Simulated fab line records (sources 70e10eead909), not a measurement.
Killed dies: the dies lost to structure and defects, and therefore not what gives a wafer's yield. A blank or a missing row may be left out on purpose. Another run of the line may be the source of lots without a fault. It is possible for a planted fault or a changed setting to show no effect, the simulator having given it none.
Tool commonality check ; flow nand-harc ; 9 wafers sampled across 3 lots

## THE REASON FOR OPENING IT
Flagged at NHARC_END_SORT_01: reading killed-at-other, on 1 of 3 lots. Fault-free wafers read 0.7, with a standard deviation of 1.1.
Rule: a lot is flagged in two cases, either no wafer of it has a number, or all its wafers with numbers fall more than 4 standard deviations from that mean. All remaining lots are regarded as sound.

lot;measured;on;killed-at-other, wafer by wafer;flag
L341;day 26 10:49;prober-02;0 0 0;
L347;day 28 05:19;prober-01;3 0 0;
L351;day 30 00:38;prober-01;630 622 621;FLAGGED
On average the flagged lots read 624.3, which is +623.6 against the usual, or +99 or more standard deviations.

## WHICH TOOL EACH LOT WENT THROUGH
The record holds 4 process steps before the reading, out of a route of 1302 steps. Every cell lists first the tool, next ch and the chambers used by the sampled wafers, and last the start.
lot;flag;NHARC_A_M1_PRE_CLEAN_32;NHARC_A_BONDPAD_DEP_00;NHARC_A_BONDPAD_PRE_CLEAN_26;NHARC_THIN_TSV_ETCH_44
L341;;pecvd-04 ch 0,1, day 25 02:49;pecvd-04 ch 0,2, day 25 20:09 or earlier;pvd-sputter-01, day 25 20:09 or earlier;rie-diel-10 ch 0,2,3, day 25 20:09
L347;;pecvd-02 ch 1,2, day 26 18:26;pecvd-01 ch 0,2, day 26 19:04;pvd-sputter-03, day 27 11:29 or earlier;rie-diel-07 ch 0,3, day 27 11:29
L351;FLAGGED;pecvd-04 ch 0,1,2, day 28 13:43;pecvd-04 ch 0,1,2, day 29 06:53 or earlier;pvd-sputter-02, day 29 06:53 or earlier;rie-diel-07 ch 2,3, day 29 06:53
What the steps here do:
- NHARC_A_M1_PRE_CLEAN_32: time 12 s.
- NHARC_A_BONDPAD_DEP_00: deposits SiCN, target thk 250 nm.
- NHARC_A_BONDPAD_PRE_CLEAN_26: time 30 s.
- NHARC_THIN_TSV_ETCH_44: etches the open film in CF4/O2, target depth 1594.2 nm, time 797.1 s.
- NHARC_END_SORT_01

## FLAGGED AGAINST TOTAL, ONE TOOL AT A TIME (gauges that did the reading follow at the end)
step;tool;lots run;flagged;share of the flagged lots;sound lots run after its first flagged lot
NHARC_A_M1_PRE_CLEAN_32;pecvd-02;1;0;none;-
NHARC_A_M1_PRE_CLEAN_32;pecvd-04;2;1;all;0
NHARC_A_BONDPAD_DEP_00;pecvd-01;1;0;none;-
NHARC_A_BONDPAD_DEP_00;pecvd-04;2;1;all;0
NHARC_A_BONDPAD_PRE_CLEAN_26;pvd-sputter-01;1;0;none;-
NHARC_A_BONDPAD_PRE_CLEAN_26;pvd-sputter-02;1;1;all;0
NHARC_A_BONDPAD_PRE_CLEAN_26;pvd-sputter-03;1;0;none;-
NHARC_THIN_TSV_ETCH_44;rie-diel-07;2;1;all;0
NHARC_THIN_TSV_ETCH_44;rie-diel-10;1;0;none;-
NHARC_END_SORT_01;prober-01;2;1;all;0
NHARC_END_SORT_01;prober-02;1;0;none;-
With no start given for some of its lots, NHARC_A_BONDPAD_DEP_00 uses the hours and lot order of NHARC_THIN_TSV_ETCH_44. With no start given for some of its lots, NHARC_A_BONDPAD_PRE_CLEAN_26 uses the hours and lot order of NHARC_THIN_TSV_ETCH_44.

## WHAT THE TABLE PERMITS
5 rows of the table ran every flagged lot: pecvd-04 at NHARC_A_M1_PRE_CLEAN_32, pecvd-04 at NHARC_A_BONDPAD_DEP_00, pvd-sputter-02 at NHARC_A_BONDPAD_PRE_CLEAN_26, rie-diel-07 at NHARC_THIN_TSV_ETCH_44, prober-01 at NHARC_END_SORT_01.
- pecvd-04 at NHARC_A_M1_PRE_CLEAN_32 ran 2 lots, 1 of them flagged. Last sound lot L341 at day 25 02:49, first flagged lot L351 at day 28 13:43; a fault beginning in between fits.
- pecvd-04 at NHARC_A_BONDPAD_DEP_00 ran 2 lots, 1 of them flagged. Last sound lot L341 at day 25 20:09, first flagged lot L351 at day 29 06:53; a fault beginning in between fits.
- pvd-sputter-02 at NHARC_A_BONDPAD_PRE_CLEAN_26: 1 of its 1 lot flagged. Because this sample shows no sound lot run on it before its first flagged lot, the start cannot be pinned down more closely.
- rie-diel-07 at NHARC_THIN_TSV_ETCH_44 ran 2 lots, 1 of them flagged. Last sound lot L347 at day 27 11:29, first flagged lot L351 at day 29 06:53; a fault beginning in between fits. On the flagged lots its readings are blank where sound lots have values: bias-w, cf4-flow-sccm, drypump-motor-current-A, oes-product-au and 3 more.
- prober-01 at NHARC_END_SORT_01 ran 2 lots, 1 of them flagged. Last sound lot L347 at day 28 05:19, first flagged lot L351 at day 30 00:38; a fault beginning in between fits.
A lot count leaves these 4 tools indistinguishable: every one of them fits a fault beginning at some hour. More lots, or a look at what each step does to the wafer, might.

## WHAT HAD BEEN PUT IN BY THE SIMULATOR
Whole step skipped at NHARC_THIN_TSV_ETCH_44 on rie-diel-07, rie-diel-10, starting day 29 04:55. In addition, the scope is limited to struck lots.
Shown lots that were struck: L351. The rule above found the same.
